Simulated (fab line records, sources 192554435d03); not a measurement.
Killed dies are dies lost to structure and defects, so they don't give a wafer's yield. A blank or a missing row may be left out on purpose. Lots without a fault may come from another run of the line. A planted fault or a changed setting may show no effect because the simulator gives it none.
fab line records | flow n5_finfet
record lots=6 wafers=18 last_day=16
route steps=1938 shown BEOL_M2@878 BEOL_M4@1111 PASSIVATION@1936
lots that met no fault: from a run of the same line without faults
start_h: hours from the record's first day to the start of the lot's first wafer shown | wait_h: hours since the lot's step before | " the same as in the row above | L1.1+2: a row that stands for several wafers | - no value, or no start given | * or withheld: withheld | < > ~ a bound
route shown NAME@n: a module of which the file shows steps, and the number in the route of the first | usual: mean/standard deviation of fault-free wafers | same: alike in all rows | chamber/n: place in a boat | sites: the reading at each site | _std_site: their standard deviation | _edge_site: outer sites' mean less inner sites' | radius_mm: how far each site lies from the wafer's centre | mask NAME#n: copy n | behind: the tool/chamber that last shaped the wafer | hold: why the lot was held/for how many hours/how that ended | device: the transistor (n, p or np) that didn't switch | end of line: the same wafers' tests at the end of the route | a step without rows: its recipe alone | killed: dies lost to structure and defects at the first sort, not the wafer's yield | map: a wafer's dies, x killed, . not, _ none there
set.NAME: the setting as run; set.NAME@STEP: as run at that earlier step | model.NAME: the simulator's own value behind a step, which no gauge read
lots at some steps of the route; a table a step, a row a wafer
services: from which hour (start_h, from the record's first day; less than 0 if before it) a tool's chamber was out of use, for how many hours, and why
## steps
# step N5_BEOL_M2_INSPECT_30
# recipe mode=adi inspect_instrument=brightfield
# usual raw_defect_count=380/88
# columns lot.wafer tool chamber start_h wait_h raw_defect_count
L934.2 defect_inspect-02 - 142.60 0.0 393
L934.3 " - " " 330
L934.5 " - " " 466
L935.1 defect_inspect-01 - 154.11 0.1 383
L935.5 " - " " 458
L935.6 " - " " 408
L939.1 defect_inspect-02 - 175.20 0.1 448
L939.3 " - " " 492
L939.5 " - " " 441
L940.1 defect_inspect-02 - 182.83 0.1 301
L940.4 " - " " 334
L940.5 " - " " 327
L941.2 defect_inspect-02 - 188.37 0.1 482
L941.4 " - " " 379
L941.5 " - " " 335
L951.2 defect_inspect-02 - 247.73 0.0 277
L951.3 " - " " 295
L951.5 " - " " 294
# step N5_BEOL_M2_DESCUM_33
# recipe chemistry=O2 time_s=7 source_power_w=50 bias_power_w=20 pressure_mtorr=20 rf_frequency_hz=2.712e+07 temp_c=40 resist=CAR-EUV o2_flow_sccm=225
# step N5_BEOL_M2_ETCH_77
# recipe chemistry=N2/H2 target=underlayer target_depth_a=65 mask_material=CAR-EUV time_s=5.2 ion_energy_ev=200 pressure_mtorr=30 source_w=840 bias_w=150 n2_flow_sccm=200 h2_flow_sccm=200 ends=cleared
# step N5_BEOL_M2_ETCH_69
# recipe chemistry=CF4 target=SiARC target_depth_a=156 mask_material=CAR-EUV time_s=26 ion_energy_ev=80 pressure_mtorr=40 source_w=545 bias_w=36 Ar_flow_sccm=100 cf4_flow_sccm=100 ends=cleared
# usual drypump_motor_current_A=5.9/0.41 etch_rf_on_time_s=26.5/0.95 oes_product_au=0.67/0.097 rf_vpp_V=183.8/1.3 showerhead_plenum_p_Torr=2.13/0.072 throttle_valve_pct=15.45/0.23
# columns lot.wafer tool chamber start_h wait_h drypump_motor_current_A etch_rf_on_time_s oes_product_au rf_hours_counter_h rf_vpp_V showerhead_plenum_p_Torr throttle_valve_pct
L934.2 rie_diel-04 2 142.69 0.0 5.3 26.4 0.59 224 184.0 2.12 15.86
L934.3 " 1 " " 5.5 26.0 0.60 210 183.4 2.21 15.44
L934.5 " 0 " " 5.6 25.8 0.76 - 185.9 2.28 15.57
L935.1 rie_diel-02 3 154.20 0.0 6.5 27.8 0.58 203 184.8 2.12 15.35
L935.5 " 2 " " 5.6 26.2 0.60 - 183.6 2.12 15.88
L935.6 " 1 " " 6.0 27.7 0.83 - 183.9 2.18 15.08
L939.1 rie_diel-04 0 175.32 0.0 5.6 26.1 0.74 48 185.9 2.28 15.61
L939.3 " 1 " " 5.5 26.3 0.58 223 186.7 2.20 15.44
L939.5 " 3 " " 6.1 26.9 0.80 - 183.9 2.11 15.18
L940.1 rie_diel-04 3 182.91 0.0 6.1 26.2 0.80 12 183.7 2.11 15.17
L940.4 " 0 " " 5.6 26.0 0.73 - 184.7 2.27 15.61
L940.5 " 2 " " 5.3 26.4 0.58 - 183.0 2.11 15.91
L941.2 rie_diel-05 2 188.48 0.0 5.5 27.5 0.61 175 183.5 1.96 15.55
L941.4 " 1 " " 6.1 27.0 0.63 159 183.8 2.23 15.73
L941.5 " 0 " " 5.1 24.7 0.82 - 184.5 2.20 15.14
L951.2 rie_diel-02 1 247.81 0.0 5.9 27.8 0.73 37 184.1 2.16 15.16
L951.3 " 0 " " 6.1 26.1 0.57 240 184.9 2.03 15.56
L951.5 " 3 " " 6.5 27.9 0.56 - 183.5 2.11 15.44
# step N5_BEOL_M2_ALD_98
# recipe material=SiO2 target_thk_a=25 temp_c=100 ald_precursor_family=BDEAS ald_co_reactant=O2-plasma pulse_time_s=1 co_reactant_pulse_time_s=1 purge_time_s=2 co_reactant_purge_time_s=2 ald_cycles=17 pressure_torr=2
# usual heater_power_w=79/7.8 precursor_pulse_height_rel=1.000/0.021
# same ald_cycles=17
# columns lot.wafer tool chamber start_h wait_h heater_power_w precursor_pulse_height_rel
L934.2 ald_sin-04 0 142.98 0.3 76 0.987
L934.3 " 3 " " 85 0.990
L934.5 " 2 " " 70 0.972
L935.1 ald_sin-04 0 154.43 0.2 77 0.988
L935.5 " 3 " " 83 0.965
L935.6 " 0 " " 77 0.996
L939.1 ald_sin-01 2 175.40 0.1 89 1.009
L939.3 " 1 " " 82 0.969
L939.5 " 1 " " 83 1.004
L940.1 ald_sin-02 0 183.02 0.1 78 0.967
L940.4 " 3 " " 71 0.964
L940.5 " 0 " " 78 0.974
L941.2 ald_sin-01 1 188.68 0.2 81 1.030
L941.4 " 2 " " 89 1.015
L941.5 " 1 " " 82 0.997
L951.2 ald_sin-04 0 247.93 0.1 73 1.030
L951.3 " 2 " " 72 0.966
L951.5 " 1 " " 72 0.992
# step N5_BEOL_M2_ETCHBACK_99
# recipe chemistry=CHF3 target=SiO2 target_depth_a=50 time_s=10.4 source_w=215 bias_w=47 Ar_flow_sccm=200 CHF3_flow_sccm=12 ion_energy_ev=100 pressure_mtorr=30
# step N5_BEOL_M2_ETCH_70
# recipe chemistry=N2/H2 target=SOC target_depth_a=800 overetch_a=240 mask_material=SiARC temp_c=40 time_s=130 ion_energy_ev=200 pressure_mtorr=30 source_w=840 bias_w=150 n2_flow_sccm=200 h2_flow_sccm=200
# usual drypump_motor_current_A=5.8/0.39 n2_flow_sccm=200.0/0.6 oes_product_au=0.58/0.075 rf_vpp_V=523.5/2.8 showerhead_plenum_p_Torr=2.54/0.1 throttle_valve_pct=17.80/0.27
# columns lot.wafer tool chamber start_h wait_h drypump_motor_current_A n2_flow_sccm oes_product_au rf_hours_counter_h rf_vpp_V showerhead_plenum_p_Torr throttle_valve_pct
L934.2 rie_diel-02 3 145.64 0.0 6.5 199.7 0.52 199 524.0 2.53 17.77
L934.3 " 2 " " 5.6 200.4 0.51 227 522.3 2.53 18.12
L934.5 " 3 " " 6.5 199.0 0.52 - 522.3 2.53 17.78
L935.1 rie_diel-04 0 154.59 0.0 5.6 200.3 0.65 39 527.0 2.72 17.84
L935.5 " 0 " " 5.6 200.2 0.65 - 528.2 2.72 17.87
L935.6 " 1 " " 5.5 200.7 0.52 - 527.6 2.63 17.69
L939.1 rie_diel-02 2 176.10 0.0 5.6 199.9 0.51 240 521.7 2.52 18.14
L939.3 " 1 " " 5.9 201.1 0.69 10 523.7 2.62 17.61
L939.5 " 2 " " 5.6 199.4 0.51 - 523.3 2.52 18.14
L940.1 rie_diel-04 3 186.26 0.0 6.0 200.0 0.69 13 522.7 2.47 17.25
L940.4 " 3 " " 6.0 200.5 0.69 - 523.0 2.47 17.26
L940.5 " 2 " " 5.3 199.4 0.51 - 524.8 2.53 18.35
L941.2 rie_diel-04 0 191.50 0.0 5.6 199.1 0.63 55 528.2 2.72 17.91
L941.4 " 0 " " 5.6 200.8 0.63 - 528.1 2.72 17.91
L941.5 " 3 " " 6.0 199.7 0.68 - 523.9 2.47 17.25
L951.2 rie_diel-02 2 249.87 0.0 5.6 200.2 0.70 8 522.4 2.51 17.72
L951.3 " 0 " " 6.2 200.4 0.49 241 519.1 2.41 17.79
L951.5 " 1 " " 6.0 200.7 0.65 - 524.9 2.61 17.67
# step N5_BEOL_M2_STRIP_71
# recipe chemistry=N2/H2 temp_c=40 n2_flow_sccm=200 h2_flow_sccm=200 rf_frequency_hz=6e+07
# step N5_BEOL_M2_STRIP_78
# recipe chemistry=N2/H2 temp_c=40 n2_flow_sccm=200 h2_flow_sccm=200 rf_frequency_hz=6e+07
# step N5_BEOL_M2_VIA_ETCH_34
# recipe chemistry=C4F6/O2 target_depth_a=694 mask_material=SOC pressure_mtorr=15 ion_energy_ev=250 taper_deg=4 time_s=65.9 source_w=350 bias_w=170 Ar_flow_sccm=300 C4F6_flow_sccm=10 O2_flow_sccm=10
# usual drypump_motor_current_A=5.8/0.4 oes_o_777_au=0.78/0.098 oes_product_au=0.78/0.11 rf_vpp_V=653/19 showerhead_plenum_p_Torr=2.83/0.1 throttle_valve_pct=30.66/0.25
# columns lot.wafer tool chamber start_h wait_h drypump_motor_current_A oes_o_777_au oes_product_au rf_hours_counter_h rf_vpp_V showerhead_plenum_p_Torr throttle_valve_pct
L934.2 rie_diel-02 3 145.75 0.0 6.5 0.67 0.69 199 646 2.85 30.78
L934.3 " 2 " " 5.6 0.69 0.70 227 633 2.80 30.87
L934.5 " 3 " " 6.6 0.69 0.69 - 645 2.85 30.80
L935.1 rie_diel-04 0 154.70 0.0 5.5 0.87 0.88 39 671 3.00 30.66
L935.5 " 0 " " 5.6 0.87 0.88 - 671 3.00 30.66
L935.6 " 1 " " 5.5 0.72 0.70 - 656 2.93 30.55
L939.1 rie_diel-02 2 176.21 0.0 5.6 0.68 0.68 240 633 2.79 30.88
L939.3 " 1 " " 5.9 0.92 0.93 10 682 2.89 30.27
L939.5 " 2 " " 5.6 0.68 0.68 - 631 2.79 30.87
L940.1 rie_diel-04 3 186.36 0.0 6.1 0.88 0.94 13 675 2.80 30.52
L940.4 " 3 " " 6.1 0.89 0.95 - 673 2.80 30.51
L940.5 " 2 " " 5.3 0.66 0.67 - 649 2.80 31.00
L941.2 rie_diel-04 0 191.61 0.0 5.5 0.84 0.85 55 670 2.99 30.67
L941.4 " 0 " " 5.6 0.85 0.85 - 669 2.99 30.68
L941.5 " 3 " " 6.0 0.88 0.93 - 675 2.80 30.54
L951.2 rie_diel-02 2 249.98 0.0 5.6 0.92 0.93 8 631 2.79 30.52
L951.3 " 0 " " 6.1 0.71 0.66 241 631 2.71 30.78
L951.5 " 1 " " 5.9 0.85 0.86 - 680 2.87 30.29
# step N5_BEOL_M2_STRIP_83
# recipe chemistry=C4F6/O2 resist=SiARC rf_frequency_hz=6e+07
# step N5_BEOL_M2_STRIP_36
# recipe chemistry=N2/H2 power_w=450 temp_c=40 pressure_mtorr=20 rf_frequency_hz=6e+07 overash_fraction=0.3 bias_power_w=7 h2_frac=0.5 n2_flow_sccm=200 h2_flow_sccm=200
# step N5_BEOL_M2_TRENCH_ETCH_37
# recipe chemistry=C4F6/O2 target_depth_a=555.55 target=SiOC time_s=29.2 ion_energy_ev=250 pressure_mtorr=30 source_w=355 bias_w=185 Ar_flow_sccm=300 C4F6_flow_sccm=10 O2_flow_sccm=10
# usual drypump_motor_current_A=5.8/0.39 oes_o_777_au=0.78/0.098 oes_product_au=0.78/0.11 rf_vpp_V=653/19 showerhead_plenum_p_Torr=2.83/0.1 throttle_valve_pct=20.75/0.23
# columns lot.wafer tool chamber start_h wait_h drypump_motor_current_A oes_o_777_au oes_product_au rf_hours_counter_h rf_vpp_V showerhead_plenum_p_Torr throttle_valve_pct model.BEOL_M2.feature_depth_nm model.etch.depth_nm
L934.2 rie_diel-02 3 145.85 - 6.5 0.68 0.69 199 646 2.85 20.72 53 53.06
L934.3 " 2 " " 5.6 0.69 0.70 227 633 2.80 20.99 55.6 55.58
L934.5 " 3 " " 6.6 0.68 0.69 - 647 2.85 20.76 52.8 52.86
L935.1 rie_diel-04 0 154.80 - 5.6 0.87 0.88 39 669 3.00 20.77 56 56.04
L935.5 " 0 " " 5.5 0.87 0.88 - 670 3.00 20.77 56.2 56.23
L935.6 " 1 " " 5.5 0.74 0.68 - 657 2.94 20.66 54.2 54.22
L939.1 rie_diel-02 2 176.31 - 5.6 0.68 0.69 240 634 2.80 21.00 55.8 55.76
L939.3 " 1 " " 5.9 0.91 0.94 10 682 2.89 20.35 54.8 54.79
L939.5 " 2 " " 5.6 0.68 0.69 - 632 2.80 21.00 55.4 55.46
L940.1 rie_diel-04 3 186.46 - 6.1 0.89 0.94 13 675 2.80 20.48 55.4 55.41
L940.4 " 3 " " 6.1 0.89 0.94 - 675 2.80 20.47 55.6 55.63
L940.5 " 2 " " 5.3 0.65 0.68 - 647 2.81 21.12 52.8 52.8
L941.2 rie_diel-04 0 191.71 - 5.6 0.85 0.85 55 670 3.00 20.78 55.2 55.12
L941.4 " 0 " " 5.6 0.84 0.86 - 669 3.00 20.79 55.4 55.32
L941.5 " 3 " " 6.0 0.89 0.93 - 675 2.80 20.48 53.2 53.19
L951.2 rie_diel-02 2 250.08 - 5.6 0.93 0.93 8 633 2.79 20.63 54.6 54.62
L951.3 " 0 " " 6.1 0.72 0.66 241 630 2.72 20.84 53.4 53.39
L951.5 " 1 " " 5.9 0.86 0.87 - 684 2.88 20.38 54.4 54.41
# step N5_BEOL_M2_ETCH_41
# recipe chemistry=CH3F/O2 target=SiCN target_depth_a=299 taper_deg=2 time_s=52.5 ion_energy_ev=120 mask_material=TiN pressure_mtorr=30 source_w=395 bias_w=75 Ar_flow_sccm=150 CH3F_flow_sccm=30 O2_flow_sccm=20
# usual CH3F_flow_sccm=30.01/0.085 drypump_motor_current_A=5.8/0.39 oes_product_au=0.78/0.11 rf_vpp_V=297.1/1.7 showerhead_plenum_p_Torr=1.99/0.075 throttle_valve_pct=16.21/0.23
# columns lot.wafer tool chamber start_h wait_h CH3F_flow_sccm drypump_motor_current_A oes_product_au rf_hours_counter_h rf_vpp_V showerhead_plenum_p_Torr throttle_valve_pct
L934.2 rie_diel-02 3 - - 29.97 6.5 0.69 199 295.7 2.00 16.18
L934.3 " 2 " " 29.81 5.6 0.70 227 296.7 1.97 16.51
L934.5 " 3 " " 30.00 6.6 0.68 - 296.5 2.00 16.21
L935.1 rie_diel-04 0 - - 30.06 5.6 0.88 39 298.6 2.12 16.20
L935.5 " 0 " " 29.99 5.6 0.89 - 299.8 2.12 16.21
L935.6 " 1 " " 30.03 5.5 0.69 - 299.9 2.07 16.18
L939.1 rie_diel-02 2 - - 30.09 5.6 0.69 240 295.8 1.96 16.52
L939.3 " 1 " " 30.05 5.9 0.94 10 296.6 2.04 15.83
L939.5 " 2 " " 29.95 5.6 0.69 - 294.7 1.96 16.52
L940.1 rie_diel-04 3 - - 30.08 6.0 0.94 13 294.9 1.96 15.87
L940.4 " 3 " " 29.99 6.1 0.94 - 297.0 1.96 15.86
L940.5 " 2 " " 29.88 5.3 0.67 - 296.5 1.97 16.60
L941.2 rie_diel-04 0 - - 29.92 5.6 0.86 55 299.5 2.11 16.24
L941.4 " 0 " " 29.98 5.6 0.86 - 299.2 2.11 16.23
L941.5 " 3 " " 30.01 6.0 0.93 - 295.7 1.96 15.88
L951.2 rie_diel-02 2 - - 30.12 5.6 0.92 8 295.4 1.96 16.06
L951.3 " 0 " " 29.99 6.1 0.66 241 294.9 1.90 16.30
L951.5 " 1 " " 29.97 5.9 0.87 - 300.0 2.03 15.91
# step N5_BEOL_M4_RC_MEAS_101
# usual DIBL_N=36.4/2 DIBL_P=36.1/2.5 IOFF_N=0.16/0.037 IOFF_P=0.20/0.038 ION_N=670/13 ION_P=459/8.3 SS_N=71.6/0.69 SS_P=73.3/0.72 VT_N=250/3.4 VT_P=-251/3.1
# columns lot.wafer tool chamber start_h wait_h DIBL_N[mV/V] DIBL_P[mV/V] IOFF_N[nA/um] IOFF_P[nA/um] ION_N[uA/um] ION_P[uA/um] SS_N[mV/dec] SS_P[mV/dec] VT_N[mV] VT_P[mV]
L934.2 prober-01 0 174.82 0.2 36.5 37.0 0.17 0.21 687 465 71.8 74.3 250 -251
L934.3 " 0 " " 35.1 34.5 0.13 0.18 643 447 71.2 73.2 250 -249
L934.5 " 0 " " 38.5 39.5 0.19 0.28 653 455 71.9 74.8 249 -248
L935.1 prober-01 0 179.60 0.0 37.3 38.3 0.18 0.23 678 467 72.2 73.5 248 -250
L935.5 " 0 " " 34.1 33.5 0.12 0.15 664 450 71.7 71.8 256 -255
L935.6 " 0 " " 36.7 37.6 0.17 0.21 687 472 72.4 73.6 248 -253
L939.1 prober-01 0 200.67 0.0 34.9 34.5 0.13 0.19 665 464 71.3 72.3 254 -249
L939.3 " 0 " " 33.9 33.5 0.12 0.17 656 454 71.4 72.4 254 -254
L939.5 " 0 " " 37.8 38.2 0.18 0.24 683 466 71.5 74.0 249 -250
L940.1 prober-01 0 207.34 0.0 36.1 34.7 0.14 0.21 668 463 70.7 73.2 252 -250
L940.4 " 0 " " 38.1 37.6 0.19 0.27 664 459 72.0 73.7 248 -245
L940.5 " 0 " " 36.6 34.5 0.16 0.20 663 454 71.6 73.2 250 -252
L941.2 prober-02 0 219.80 0.4 34.8 35.5 0.13 0.19 666 459 71.1 72.8 252 -252
L941.4 " 0 " " 36.7 36.9 0.17 0.23 675 455 70.9 73.9 246 -247
L941.5 " 0 " " 34.6 34.6 0.13 0.18 654 455 70.9 73.5 253 -252
L951.2 prober-02 0 279.60 0.2 36.0 36.4 0.15 0.19 683 462 71.9 73.9 250 -252
L951.3 " 0 " " 35.4 35.7 0.13 0.17 653 452 71.6 72.6 254 -255
L951.5 " 0 " " 36.8 37.2 0.16 0.20 680 457 72.0 72.7 249 -252
# step N5_PASSIVATION_PROBE_49
# usual defect_limited_yield=91.2/1.6 killed_at_M0_to_M3=34/11 killed_at_M4_up=13/5.2 killed_at_contacts=13/6.3 killed_at_front_end=40/14 killed_at_other=3.2/2.4 killed_dies=104/19 killed_open=69/14 killed_short=32/7.5 sort_bin_5_function=5.3/1.1 sort_bin_6_memory=3.2/0.73 sort_bin_8_speed=0.01/0.038 sort_n_pass=1076/19 sort_yield_pct=91.2/1.6
# same gross_dies=1180 killed_at_back_side=0 sort_bin_4_leakage[%]=0
# columns lot.wafer tool chamber start_h wait_h defect_limited_yield[%] killed_at_M0_to_M3 killed_at_M4_up killed_at_contacts killed_at_front_end killed_at_other killed_dies killed_open killed_short sort_bin_5_function[%] sort_bin_6_memory[%] sort_bin_8_speed[%] sort_n_pass sort_yield_pct[%]
L935.1 prober-01 - 287.42 0.0 91.5 39 19 10 32 0 100 65 35 5.6 2.8 0 1080 91.5
L935.5 prober-01 - 287.62 0.2 90.8 28 15 25 37 3 108 75 33 5.4 3.4 0 1072 90.8
L935.6 prober-01 - 287.67 0.3 90.8 34 7 25 43 0 109 79 27 5.6 3.4 0 1071 90.8
L939.1 prober-02 - 303.63 0.0 90.3 33 12 23 43 4 115 77 36 5.4 3.9 0 1065 90.3
L939.3 prober-02 - 303.73 0.1 90.3 29 31 12 36 6 114 83 29 5.3 4.2 0 1066 90.3
L939.5 prober-02 - 303.83 0.2 92.5 30 16 10 28 4 88 64 24 4.9 2.3 0 1092 92.5
L940.5 prober-02 - 315.79 0.2 91.9 26 8 16 42 3 95 63 30 5.5 2.3 0.08 1085 91.9
# killed by level:class
L935.1 BEOL_M4:geometric_particle:open=10 BEOL_M0_SAQP:geometric_particle:short=10 MOL_CONTACT_COAG:geometric_particle:open=8 FIN_SAQP:geometric_particle:short=6 BEOL_M1:geometric_particle:open=6 BEOL_M3:geometric_particle:open=6 DUMMY_GATE:geometric_particle:open=5 BEOL_M2:geometric_particle:open=5
L935.5 MOL_CONTACT_COAG:geometric_particle:open=21 BEOL_M2:geometric_particle:open=11 STI_FIN_REVEAL:geometric_particle:open=9 GATE_CUT:geometric_particle:short=8 BEOL_M0_SAQP:geometric_particle:short=6 FIN_SAQP:geometric_particle:short=5 BEOL_M4:geometric_particle:open=5 FIN_SAQP:geometric_particle:open=4
L935.6 MOL_CONTACT_COAG:geometric_particle:open=20 FIN_SAQP:geometric_particle:open=14 STI_FIN_REVEAL:geometric_particle:open=9 BEOL_M0_SAQP:geometric_particle:open=9 FIN_SAQP:geometric_particle:short=6 BEOL_M1:geometric_particle:open=6 MOL_CONTACT_COAG:geometric_particle:short=5 BEOL_M0_SAQP:geometric_particle:short=5
L939.1 MOL_CONTACT_COAG:geometric_particle:open=15 STI_FIN_REVEAL:geometric_particle:open=11 BEOL_M3:geometric_particle:open=9 MOL_CONTACT_COAG:geometric_particle:short=8 BEOL_M2:geometric_particle:open=6 BEOL_M4:geometric_particle:open=6 FIN_SAQP:geometric_particle:open=5 BEOL_M1:geometric_particle:open=5
L939.3 BEOL_M4:geometric_particle:open=18 STI_FIN_REVEAL:geometric_particle:open=14 MOL_CONTACT_COAG:geometric_particle:open=11 BEOL_M2:geometric_particle:open=9 BEOL_M0_SAQP:geometric_particle:short=8 FIN_SAQP:geometric_particle:open=7 FIN_SAQP:geometric_particle:short=5 DUMMY_GATE:geometric_particle:open=4
L939.5 BEOL_M4:geometric_particle:open=13 STI_FIN_REVEAL:geometric_particle:open=11 MOL_CONTACT_COAG:geometric_particle:open=9 BEOL_M0_SAQP:geometric_particle:open=9 FIN_SAQP:geometric_particle:open=6 FIN_SAQP:geometric_particle:short=4 BEOL_M2:geometric_particle:open=4 BEOL_M3:geometric_particle:short=4
L940.5 MOL_CONTACT_COAG:geometric_particle:open=12 DUMMY_GATE:geometric_particle:open=8 BEOL_M2:geometric_particle:open=7 FIN_SAQP:geometric_particle:open=5 ILD0:geometric_particle:open=5 STI_FIN_REVEAL:geometric_particle:open=4 MOL_CONTACT_COAG:geometric_particle:short=4 BEOL_M0_SAQP:geometric_particle:short=4
## services
# columns tool chamber start_h hours kind
rie_diel-02 1 136.01 - clean
rie_diel-02 1 136.01 - consumable_replace:focus_ring
rie_diel-02 1 136.01 16.5 scheduled_down
rie_diel-02 1 136.01 16.5 vent_cycle
rie_diel-05 - 138.50 4.3 pm
rie_diel-04 3 143.18 13.8 repair
rie_diel-05 - 164.14 0.3 repair
rie_diel-05 - 171.64 2.2 repair
rie_diel-02 3 173.21 5.4 repair
rie_diel-04 1 175.48 62.1 repair
ald_sin-04 - 176.75 14.0 pm
ald_sin-04 1 192.98 15.2 repair
rie_diel-05 3 201.47 13.7 repair
ald_sin-04 - 202.80 6.1 pm
ald_sin-02 3 203.22 5.7 repair
rie_diel-02 2 205.13 - clean
rie_diel-02 2 205.13 - consumable_replace:focus_ring
rie_diel-02 2 205.13 22.7 scheduled_down
rie_diel-05 2 219.41 2.6 repair
rie_diel-02 3 230.91 5.1 repair
rie_diel-04 2 237.62 - clean
rie_diel-04 2 237.62 - consumable_replace:focus_ring
rie_diel-04 2 237.62 14.2 scheduled_down
rie_diel-04 2 237.62 14.2 vent_cycle
## key
first_sign none at tools or gauges
model_effect step=N5_BEOL_M2_TRENCH_ETCH_37 value=BEOL_M2.feature_depth_nm without=55 struck=53
met_at N5_BEOL_M2_TRENCH_ETCH_37
struck_wafers L940.5,L941.5
onset_between 154.80 186.46
fault kind=process_parameter_drift tool=rie_diel-04 chamber=- onset_h=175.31 steps=N5_BEOL_M2_TRENCH_ETCH_37 channel=target_depth_a offset=-19.757 shape=step end_h=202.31 scope=struck_wafers_only acts_in=these_recipes_only stated=555.55
